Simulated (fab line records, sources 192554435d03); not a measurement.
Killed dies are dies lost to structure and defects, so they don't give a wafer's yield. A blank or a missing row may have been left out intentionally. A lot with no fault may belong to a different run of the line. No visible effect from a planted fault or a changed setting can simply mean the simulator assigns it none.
fab line records	flow n5-finfet
record: lots: 9	wafers: 27	last-day: 17
route steps=1938 shown SD_EPI_P@303 SD_ACTIVATION@331 ILD0@340 BEOL_M4@1111
lots with no fault: from the same line, run without faults
start-h: start of the lot's first displayed wafer, in hours after the record's first day	wait-h: time in hours since the lot's previous step	" as in the row above	L1.1+2: one row covering several wafers at once	- no value present, or no start provided	* or withheld: withheld	< > ~ a bound
route shown NAME@n: a module of which the file shows steps, and the number in the route of the first	usual: mean/standard deviation taken from wafers without a fault	same: alike in all rows	chamber/n: place in a boat	sites: each site's reading	_std_site: the values' standard deviation	_edge_site: outer sites' mean less inner sites'	radius-mm: for every site, how far away it sits from the centre of the wafer	mask NAME#n: copy n	behind: tool/chamber where the wafer was last shaped	hold: why the lot went on hold/how many hours it stayed there/how the hold came to an end	device: names the non-switching transistor (n, p or np)	end of line: the same wafers' tests at the end of the route	where a step has no rows: the recipe by itself	killed: dies that structure and defects cost at the first sort, which is not the same as the wafer's yield	map: the dies of a wafer, with x for killed, . for not killed, _ for no die there
set.NAME: the setting that was run; set.NAME@STEP: the one run at that earlier step	model.NAME: the simulator's own value behind a step, which no gauge read
one table for each step of the route and one row for each wafer, over a sample of lots
services: the hour from which a tool's chamber was out of use, counted from the record's first day as start-h (under 0 if before that day), plus the number of hours and why
== steps ==
step: N5_SD_EPI_P_CD_MEAS_09
recipe: target-cd-nm: 240	landing-energy-ev: 500	detector: se-inlens
usual: cd-nm: 240.0/0.96
lot.wafer	tool	chamber	start-h	wait-h	cd-nm
L313.1	cd-sem-01	0	77.49	-	239.7
L313.2	"	0	"	"	240.2
L313.3	"	0	"	"	239.9
L314.2	cd-sem-01	0	84.15	-	241.6
L314.3	"	0	"	"	241.4
L314.5	"	0	"	"	241.4
L316.2	cd-sem-02	0	97.18	-	241.5
L316.4	"	0	"	"	241.4
L316.5	"	0	"	"	241.7
L318.1	cd-sem-02	0	113.67	-	241.2
L318.3	"	0	"	"	241.4
L318.5	"	0	"	"	241.3
L320.2	cd-sem-03	0	125.39	-	238.8
L320.4	"	0	"	"	238.7
L320.5	"	0	"	"	238.3
L322.2	cd-sem-02	0	133.95	-	239.0
L322.3	"	0	"	"	238.5
L322.4	"	0	"	"	239.4
L324.1	cd-sem-01	0	144.24	-	239.1
L324.3	"	0	"	"	237.6
L324.4	"	0	"	"	237.3
L330.2	cd-sem-01	0	182.84	-	240.2
L330.4	"	0	"	"	239.7
L330.6	"	0	"	"	240.2
L332.1	cd-sem-03	0	197.85	-	241.9
L332.2	"	0	"	"	241.3
L332.4	"	0	"	"	241.0
step: N5_SD_EPI_P_ETCH_37
recipe: chemistry: N2/H2	target: SOC	overetch-a: 1080	mask-material: SiARC	temp-c: 40	ion-energy-ev: 100	source-w: 3000	bias-w: 133	pressure-mtorr: 20	time-s: 486	n2-flow-sccm: 200	h2-flow-sccm: 200	ends: end-point
usual: drypump-motor-current-A: 5.8/0.5	oes-product-au: 0.71/0.069	rf-vpp-V: 240.8/1.3	showerhead-plenum-p-Torr: 2.54/0.091	throttle-valve-pct: 23.9/0.31
lot.wafer	tool	chamber	start-h	wait-h	drypump-motor-current-A	oes-product-au	rf-hours-counter-h	rf-vpp-V	showerhead-plenum-p-Torr	throttle-valve-pct
L313.1	rie-diel-06	3	77.67	0.0	6.6	0.77	50	240.2	2.48	23.7
L313.2	"	0	"	"	5.7	0.82	11	241.2	2.60	23.5
L313.3	"	1	"	"	5.5	0.68	151	240.3	2.44	24.0
L314.2	rie-diel-05	2	84.59	0.0	5.4	0.69	145	239.2	2.54	24.3
L314.3	"	0	"	"	5.7	0.64	229	240.1	2.51	23.9
L314.5	"	2	"	"	5.4	0.69	-	240.9	2.54	24.3
L316.2	rie-diel-02	0	97.36	0.0	5.1	0.62	244	240.0	2.40	24.4
L316.4	"	1	"	"	5.5	0.69	130	241.8	2.66	24.2
L316.5	"	3	"	"	6.6	0.63	-	240.7	2.60	23.6
L318.1	rie-diel-05	2	114.19	0.0	5.4	0.68	156	240.0	2.54	24.3
L318.3	"	3	"	"	5.7	0.62	232	238.3	2.40	24.2
L318.5	"	2	"	"	5.4	0.67	-	241.6	2.54	24.3
L320.2	rie-diel-02	1	125.56	0.0	5.6	0.69	140	241.3	2.66	24.2
L320.4	"	2	"	"	5.1	0.73	-	242.2	2.47	23.5
L320.5	"	3	"	"	6.6	0.62	-	242.3	2.60	23.6
L322.2	rie-diel-05	3	134.13	0.0	5.8	0.61	237	239.3	2.40	24.2
L322.3	"	1	"	"	5.9	0.69	162	242.5	2.64	24.3
L322.4	"	2	"	"	5.4	0.67	-	240.8	2.54	24.3
L324.1	rie-diel-06	3	144.62	0.0	6.6	0.76	69	239.7	2.47	23.7
L324.3	"	1	"	"	5.5	0.67	171	239.0	2.43	24.0
L324.4	"	0	"	"	5.7	0.79	32	242.6	2.60	23.6
L330.2	rie-diel-06	2	183.39	0.0	6.5	0.70	152	241.3	2.53	23.6
L330.4	"	0	"	"	5.7	0.76	43	242.1	2.59	23.6
L330.6	"	1	"	"	5.5	0.66	-	239.7	2.42	24.0
L332.1	rie-diel-05	2	198.03	0.0	5.4	0.66	186	240.0	2.53	24.3
L332.2	"	1	"	"	5.8	0.67	186	242.3	2.63	24.3
L332.4	"	0	"	"	5.7	0.84	-	239.5	2.50	23.6
step: N5_SD_ACTIVATION_LSA_01
recipe: temp-c: 1080	time-s: 0.0008	ambient: N2
usual: wafer_temp_C_max: 1085.7/1.1
lot.wafer	tool	chamber	start-h	wait-h	wafer_temp_C_max
L313.1	laser-anneal-01	0	82.37	0.2	1086.4
L313.2	"	0	"	"	1086.3
L313.3	"	0	"	"	1086.2
L314.2	laser-anneal-02	0	89.33	0.2	1087.1
L314.3	"	0	"	"	1086.6
L314.5	"	0	"	"	1089.7
L316.2	laser-anneal-02	0	101.25	0.2	1083.5
L316.4	"	0	"	"	1085.1
L316.5	"	0	"	"	1088.1
L318.1	laser-anneal-02	0	120.05	0.2	1086.8
L318.3	"	0	"	"	1085.0
L318.5	"	0	"	"	1086.5
L320.2	laser-anneal-02	0	130.88	0.3	1093.7
L320.4	"	0	"	"	1092.8
L320.5	"	0	"	"	1094.1
L322.2	laser-anneal-02	0	140.09	0.2	1093.7
L322.3	"	0	"	"	1093.3
L322.4	"	0	"	"	1092.7
L324.1	laser-anneal-01	0	150.52	0.2	1083.8
L324.3	"	0	"	"	1087.4
L324.4	"	0	"	"	1085.6
L330.2	laser-anneal-01	0	188.14	0.2	1086.9
L330.4	"	0	"	"	1087.7
L330.6	"	0	"	"	1085.1
L332.1	laser-anneal-01	0	202.11	0.2	1086.9
L332.2	"	0	"	"	1086.0
L332.4	"	0	"	"	1085.8
step: N5_SD_ACTIVATION_RS_MEAS_03
recipe: thk-meas-gauge: four-point-probe
usual: RS_SD_N: 22.0/0.31	RS_SD_P: 56.5/0.82
lot.wafer	tool	chamber	start-h	wait-h	RS_SD_N[ohm/sq]	RS_SD_P[ohm/sq]
L313.1	film-metro-01	-	82.57	0.2	22.3	56.0
L313.2	"	-	"	"	21.7	55.9
L313.3	"	-	"	"	21.7	55.7
L314.2	film-metro-02	-	89.52	0.2	22.6	56.7
L314.3	"	-	"	"	22.6	57.1
L314.5	"	-	"	"	23.0	57.3
L316.2	film-metro-01	-	101.44	0.2	21.5	56.6
L316.4	"	-	"	"	21.8	56.4
L316.5	"	-	"	"	21.7	56.4
L318.1	film-metro-01	-	120.25	0.2	22.2	57.2
L318.3	"	-	"	"	22.5	56.8
L318.5	"	-	"	"	22.3	57.6
L320.2	film-metro-02	-	131.07	0.2	20.9	56.6
L320.4	"	-	"	"	21.3	56.8
L320.5	"	-	"	"	21.1	55.9
L322.2	film-metro-01	-	140.28	0.2	21.0	56.0
L322.3	"	-	"	"	21.4	55.0
L322.4	"	-	"	"	21.3	55.3
L324.1	film-metro-01	-	150.73	0.2	22.0	55.9
L324.3	"	-	"	"	21.9	56.6
L324.4	"	-	"	"	22.0	56.8
L330.2	film-metro-02	-	188.34	0.2	22.0	56.6
L330.4	"	-	"	"	22.0	55.8
L330.6	"	-	"	"	21.9	55.5
L332.1	film-metro-01	-	202.31	0.2	22.1	56.5
L332.2	"	-	"	"	21.7	56.3
L332.4	"	-	"	"	22.2	56.0
step: N5_ILD0_CMP_07
recipe: stop-on: poly-Si	material: SiO2_flowable	t-overpolish-s: 1.18	post-cmp-clean: alkaline-brush	down-force-psi: 4.1491	platen-rpm: 51.796	pad-velocity-m-s: 1.0306	target-thk-nm: 138.88
usual: head-pressure-psi: 4.150/0.0097	motor-current-A: 12.7/1.3
same: t-overpolish-s: 1.18
lot.wafer	tool	chamber	start-h	wait-h	head-pressure-psi	motor-current-A
L313.3	cmp-01	2	86.17	0.2	4.160	13.6
L313.1	"	3	"	"	4.160	12.8
L313.2	"	1	"	"	4.157	14.7
L314.3	cmp-01	1	93.51	0.1	4.132	13.6
L314.2	"	2	"	"	4.142	14.4
L314.5	"	0	"	"	4.166	13.3
L316.4	cmp-04	0	104.76	0.0	4.159	11.3
L316.2	"	3	"	"	4.153	12.3
L316.5	"	1	"	"	4.146	14.1
L318.1	cmp-03	1	123.38	0.1	4.145	10.8
L318.3	"	2	"	"	4.138	11.9
L318.5	"	3	"	"	4.138	13.9
L320.4	cmp-01	3	134.15	0.1	4.149	12.4
L320.2	"	0	"	"	4.141	13.1
L320.5	"	2	"	"	4.167	14.0
L322.2	cmp-01	3	144.22	0.0	4.157	12.1
L322.4	"	0	"	"	4.149	12.8
L322.3	"	1	"	"	4.157	14.2
L324.4	cmp-01	2	153.77	0.0	4.145	14.1
L324.1	"	0	"	"	4.134	13.3
L324.3	"	1	"	"	4.146	13.5
L330.2	cmp-01	3	191.71	0.3	4.148	13.0
L330.4	"	1	"	"	4.130	14.0
L330.6	"	3	"	"	4.141	13.3
L332.2	cmp-03	1	205.36	0.0	4.134	10.7
L332.1	"	2	"	"	4.152	11.2
L332.4	"	0	"	"	4.155	12.9
step: N5_BEOL_M4_RC_MEAS_101
usual: DIBL_N: 36.3/1.2	DIBL_P: 36.7/1.5	IOFF_N: 0.164/0.02	IOFF_P: 0.214/0.024	ION_N: 673/8.5	ION_P: 461/5.9	RS_SD_N: 28.5/0.36	SS_N: 71.6/0.44	SS_P: 73.3/0.55	VT_N: 249.4/2.4	VT_P: -250.0/2.3
lot.wafer	tool	chamber	start-h	wait-h	DIBL_N[mV/V]	DIBL_P[mV/V]	IOFF_N[nA/um]	IOFF_P[nA/um]	ION_N[uA/um]	ION_P[uA/um]	RS_SD_N[ohm/sq]	SS_N[mV/dec]	SS_P[mV/dec]	VT_N[mV]	VT_P[mV]
L313.1	prober-01	0	188.99	0.0	36.0	36.0	0.149	0.187	658	446	28.9	71.7	73.1	253.4	-250.9
L313.2	"	0	"	"	36.0	35.6	0.144	0.178	661	452	28.4	71.4	73.0	253.4	-251.6
L313.3	"	0	"	"	36.9	37.8	0.173	0.210	673	458	28.2	72.4	73.6	250.8	-251.3
L314.2	prober-01	0	205.67	0.2	37.4	37.3	0.179	0.263	691	480	29.4	71.8	73.7	247.9	-244.0
L314.3	"	0	"	"	37.9	38.3	0.193	0.274	672	466	28.9	72.1	74.0	243.3	-242.7
L314.5	"	0	"	"	36.1	36.5	0.152	0.238	689	474	29.6	71.8	73.6	246.9	-246.4
L316.2	prober-02	0	225.39	0.2	34.4	35.5	0.140	0.198	668	457	28.1	71.3	72.5	252.3	-248.4
L316.4	"	0	"	"	36.3	37.5	0.174	0.229	675	464	28.5	71.7	73.4	248.8	-248.3
L316.5	"	0	"	"	35.7	36.6	0.159	0.215	668	458	28.1	71.5	73.4	250.5	-249.8
L318.1	prober-01	0	232.24	0.0	36.3	37.8	0.171	0.235	689	472	28.8	71.7	73.8	245.1	-249.2
L318.3	"	0	"	"	36.8	38.2	0.169	0.243	678	466	29.0	71.7	72.6	248.6	-249.1
L318.5	"	0	"	"	36.5	37.6	0.159	0.227	676	464	28.9	71.7	73.7	250.6	-249.4
L320.2	prober-02	0	233.36	0.2	38.6	39.1	0.218	0.266	694	470	27.0	72.3	74.8	247.0	-248.6
L320.4	"	0	"	"	36.9	37.5	0.173	0.242	675	459	27.8	72.3	74.5	250.7	-247.8
L320.5	"	0	"	"	36.0	35.4	0.152	0.201	669	456	27.7	71.6	73.4	251.7	-251.3
L322.2	prober-02	0	254.19	0.2	36.6	37.6	0.161	0.190	663	452	27.6	71.1	73.3	250.7	-252.2
L322.3	"	0	"	"	38.0	39.0	0.178	0.217	673	462	27.8	71.5	73.3	249.6	-253.4
L322.4	"	0	"	"	38.3	39.6	0.189	0.213	661	452	27.8	72.3	73.2	244.9	-249.8
L324.1	prober-02	0	259.92	0.0	36.7	37.1	0.162	0.224	672	470	29.0	71.6	73.3	249.7	-247.1
L324.3	"	0	"	"	35.7	36.7	0.147	0.218	673	466	28.8	71.1	73.3	252.8	-246.9
L324.4	"	0	"	"	34.9	35.7	0.131	0.195	666	462	28.5	71.6	73.3	253.9	-247.2
L330.2	prober-01	0	300.19	0.2	36.0	36.4	0.163	0.219	675	461	28.4	71.3	73.2	246.9	-248.3
L330.4	"	0	"	"	37.5	38.9	0.194	0.256	671	460	28.6	71.9	73.7	245.0	-248.7
L330.6	"	0	"	"	36.9	38.2	0.180	0.244	674	465	28.4	71.4	73.9	247.3	-248.9
L332.1	prober-02	0	307.18	0.0	36.3	38.1	0.159	0.214	680	465	28.4	71.2	73.8	251.0	-251.5
L332.2	"	0	"	"	36.1	38.3	0.160	0.214	672	465	28.1	71.2	73.3	251.5	-250.7
L332.4	"	0	"	"	38.6	40.1	0.200	0.258	682	469	28.6	72.3	74.7	247.2	-249.7
== services ==
tool	chamber	start-h	hours	kind
cmp-01	-	66.24	3.9	pm
laser-anneal-01	-	75.51	4.5	pm
rie-diel-02	1	79.45	2.7	repair
cmp-01	-	82.45	2.5	repair
cmp-03	-	85.83	1.8	repair
rie-diel-05	3	87.43	14.2	repair
rie-diel-02	0	89.49	2.7	repair
laser-anneal-02	-	109.27	9.0	pm
rie-diel-06	1	113.05	1.8	repair
rie-diel-02	2	113.09	5.5	repair
rie-diel-02	3	114.85	2.7	repair
cmp-03	-	125.52	2.4	repair
rie-diel-05	0	134.07	5.7	repair
laser-anneal-01	-	144.41	1.3	pm
laser-anneal-02	-	145.71	2.1	pm
rie-diel-05	0	159.98	-	clean
rie-diel-05	0	159.98	-	consumable-replace:focus-ring
rie-diel-05	0	159.98	15.6	scheduled-down
cmp-04	-	166.09	6.3	pm
cmp-03	-	166.54	26.7	pm
cmp-04	-	174.50	1.8	repair
rie-diel-02	2	187.47	42.2	repair
laser-anneal-01	-	188.85	9.7	repair
rie-diel-05	-	197.43	0.5	repair
== key ==
first-sign: step: N5_SD_ACTIVATION_LSA_01	reading: wafer_temp_C_max	direction: up	sigmas: 6.8	usual: *	struck: *
effect: step: N5_SD_ACTIVATION_RS_MEAS_03	reading: RS_SD_N	direction: down	sigmas: 2.8	usual: 22.0	struck: 21.1
effect: step: N5_BEOL_M4_RC_MEAS_101	reading: RS_SD_N	direction: down	sigmas: 2.5	usual: 28.5	struck: 27.6
met-at N5_SD_ACTIVATION_LSA_01
struck-lots L320,L322
not-acting-at N5_SD_EPI_P_CD_MEAS_09,N5_SD_EPI_P_ETCH_37,N5_ILD0_CMP_07
onset-between 120.05 130.88
fault: kind: process-parameter-drift	tool: laser-anneal-02	chamber: -	onset-h: 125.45	steps: N5_SD_ACTIVATION_LSA_01	channel: temp-c	offset: *	shape: step	stated: *
